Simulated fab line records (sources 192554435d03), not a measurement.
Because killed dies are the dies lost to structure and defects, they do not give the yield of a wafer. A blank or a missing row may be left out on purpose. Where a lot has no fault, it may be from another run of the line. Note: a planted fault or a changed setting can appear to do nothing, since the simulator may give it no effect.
Struck lot and sound lot, side by side | flow n5-finfet | 45 out of 1938 route steps
Sound: wafers L277.3, L277.4, L277.6. Struck: wafers L284.2, L284.3, L284.5. At the end, the cause is stated.
Per side, at each step with rows, come the tool, then ch with its chambers, and then its first start. Under that, the readings that differ: sound wafers | struck wafers | difference of the means | sigmas: that difference in standard deviations of wafers without a fault.
alike: readings whose means differ by less than 2 such deviations, and words and numbers that are the same on both sides. not compared: withheld readings, readings that some wafer has no value for, bounds like >300 that may hide the same value, and numbers for which the record gives no deviation and whose values overlap.
The two part at a step that has a row with sigmas, a row that says differs or no value, or rows on one side only. Numbers that have no deviation but don't overlap get no sigmas and don't part them. A reading that every wafer of one side lacks parts them only if that side has two wafers or more.

first, 1 step without rows for these wafers: N5_STI_FIN_REVEAL_SRD_21 (time 30 s).
N5_STI_FIN_REVEAL_OXIDATION_33: chemistry O2 PLASMA REMOTE, time 20 s.
  sound on plasma-asher-02 ch 0,1, day 4 20:44; struck on plasma-asher-02 ch 1, day 6 11:45
  alike: drypump-motor-current-A, heater-power-w
  not compared: rf-hours-counter-h
then, 2 steps without rows for these wafers: N5_STI_FIN_REVEAL_CLEAN_19 (cleans in O3/DIW, time 120 s); N5_STI_FIN_REVEAL_SRD_23 (time 30 s).
N5_STI_FIN_REVEAL_CD_MEAS_22: target cd 6.238 nm, pitch 28 nm.
  struck on cd-sem-03, day 6 11:55; sound on cd-sem-01, day 4 20:52
  alike: cd-nm
N5_STI_FIN_REVEAL_FIN_H_MEAS_10:
  struck on ocd-01, day 6 11:56; sound on ocd-01, day 4 20:54
  alike: trench-depth-nm
then, 2 steps without rows for these wafers: N5_STI_FIN_REVEAL_PRECLEAN_18 (cleans in SC2, time 45 s); N5_STI_FIN_REVEAL_SRD_28 (time 30 s).
N5_STI_FIN_REVEAL_INSPECT_13: inspects for defects (darkfield).
  struck on defect-inspect-01, day 6 12:02; sound on defect-inspect-02, day 4 20:59
  alike: raw-defect-count
then, 2 steps without rows for these wafers: N5_DUMMY_GATE_PRECLEAN_00 (cleans in O3/DIW, time 60 s); N5_DUMMY_GATE_SRD_01 (time 30 s).
N5_DUMMY_GATE_ALD_02: deposits SiO2, target thk 2 nm, pulse time 1 s.
  sound on ald-sin-03 ch 0,2,3, day 4 22:18; struck on ald-sin-04 ch 0,1, day 6 12:08
  alike: heater-power-w, precursor-pulse-height-rel
N5_DUMMY_GATE_CVD_03: deposits a-Si from SiH4, target thk 150 nm, time 8042 s.
  sound on lpcvd-01 ch 0/25,0/29,0/39, day 4 22:25; struck on lpcvd-01 ch 0/45,0/50,0/59, day 6 12:14
then, 3 steps without rows for these wafers: N5_DUMMY_GATE_PRECLEAN_46 (cleans in DIW, time 89.5 s); N5_DUMMY_GATE_SRD_47 (dry time 32 s); N5_DUMMY_GATE_CMP_04 (polishes a-Si).
N5_DUMMY_GATE_THK_MEAS_05:
  struck on film-metro-02, day 6 16:22; sound on film-metro-02, day 5 02:23
  reading     | sound          | struck         | difference | sigmas
  thk-nm (nm) | 72.3 71.2 70.3 | 46.9 46.7 44.9 | -25.1      | -21
then, 11 steps without rows for these wafers: N5_DUMMY_GATE_HM_DEP_06 (deposits SiNx from DCS/NH3, target thk 80 nm, time 5141 s); N5_DUMMY_GATE_PECVD_30 (deposits SiO2 from TEOS/O2, target thk 55 nm, time 10.8 s); N5_DUMMY_GATE_COAT_34 (time 60 s, resist thk 60 nm); N5_DUMMY_GATE_COAT_35 (time 60 s, resist thk 10 nm); N5_DUMMY_GATE_COAT_28 (time 60 s, resist thk 10 nm); N5_DUMMY_GATE_COAT_09 (resist thk 30 nm); N5_DUMMY_GATE_EBR_11; N5_DUMMY_GATE_SOFTBAKE_10 (time 60 s); N5_DUMMY_GATE_EXPOSE_12 (exposes mask GATE, target cd 25 nm); N5_DUMMY_GATE_PEB_13 (peb time 60 s); N5_DUMMY_GATE_DEVELOP_14 (develop time 30 s).
N5_DUMMY_GATE_CD_MEAS_15: target cd 25.8 nm.
  sound on cd-sem-03 ch 0, day 5 06:41; struck on cd-sem-02 ch 0, day 6 20:47
  alike: cd-nm
N5_DUMMY_GATE_OVL_MEAS_16:
  sound on overlay-01 ch 0, day 5 06:44; struck on overlay-02 ch 0, day 6 20:49
  alike: GATE_OVL
N5_DUMMY_GATE_INSPECT_17: inspects for defects (brightfield).
  struck on defect-inspect-02, day 6 20:52; sound on defect-inspect-02, day 5 06:47
  alike: raw-defect-count
then, 2 steps without rows for these wafers: N5_DUMMY_GATE_DESCUM_20 (chemistry O2, time 6.2 s); N5_DUMMY_GATE_ETCH_29 (etches underlayer in N2/H2, target depth 13 nm).
N5_DUMMY_GATE_ETCH_36: etches SiARC in CF4, target depth 13 nm.
  sound on rie-diel-04 ch 1,2,3, day 5 06:56; struck on rie-diel-04 ch 1,2,3, day 6 21:01
  alike: drypump-motor-current-A, oes-product-au, rf-vpp-V, showerhead-plenum-p-Torr, throttle-valve-pct
  not compared: rf-hours-counter-h
then, 3 steps without rows for these wafers: N5_DUMMY_GATE_ETCH_37 (etches SOC in N2/H2, target depth 60 nm, overetch 30 nm); N5_DUMMY_GATE_STRIP_38 (strips in N2/H2); N5_DUMMY_GATE_STRIP_39 (strips in N2/H2).
N5_DUMMY_GATE_TRIM_49: chemistry O2, time 29 s, target cd 14 nm.
  sound on rie-si-05 ch 0,1,3, day 5 07:03; struck on rie-si-05 ch 0,1,2, day 6 21:08
  alike: drypump-motor-current-A, oes-product-au, throttle-valve-pct
  not compared: rf-hours-counter-h
then, 1 step without rows for these wafers: N5_DUMMY_GATE_STRIP_40 (strips in CF4).
N5_DUMMY_GATE_CD_MEAS_50: target cd 14 nm.
  struck on cd-sem-02, day 6 21:17; sound on cd-sem-03, day 5 07:12
  alike: cd-nm
then, 1 step without rows for these wafers: N5_DUMMY_GATE_ETCH_31 (etches SiO2 in C4F6/O2, target depth 82.5 nm, time 27.5 s).
N5_DUMMY_GATE_STRIP_41: strips in O2.
  sound on rie-diel-06 ch 0,2, day 5 07:17; struck on rie-diel-02 ch 0,2, day 6 21:23
  alike: drypump-motor-current-A, oes-product-au, rf-vpp-V, showerhead-plenum-p-Torr, throttle-valve-pct
  not compared: rf-hours-counter-h
N5_DUMMY_GATE_ETCH_44: etches poly-Si in HBr/O2, stops on SiO2, target depth 127.5 nm.
  sound on rie-si-03 ch 1,2, day 5 07:35; struck on rie-si-06 ch 0,1, day 6 21:40
  reading               | sound             | struck            | difference | sigmas
  oes-product-au (a.u.) | 0.734 0.704 0.710 | 0.608 0.602 0.603 | -0.112     | -10
  alike: drypump-motor-current-A, throttle-valve-pct
  not compared: rf-hours-counter-h
N5_SDB_THK_MEAS_31:
  struck on film-metro-01, day 7 20:13; sound on film-metro-01, day 6 06:50
  reading      | sound          | struck         | difference | sigmas
  SDB_THK (nm) | 64.6 63.4 62.5 | 39.0 39.0 37.1 | -25.1      | -21
following that, these wafers have no rows for 1 step: N5_PASSIVATION_PROBE_49.

WHERE THEY PART
First at N5_DUMMY_GATE_THK_MEAS_05; last, within this record, at N5_SDB_THK_MEAS_31.

WHY: whatever the simulator had introduced
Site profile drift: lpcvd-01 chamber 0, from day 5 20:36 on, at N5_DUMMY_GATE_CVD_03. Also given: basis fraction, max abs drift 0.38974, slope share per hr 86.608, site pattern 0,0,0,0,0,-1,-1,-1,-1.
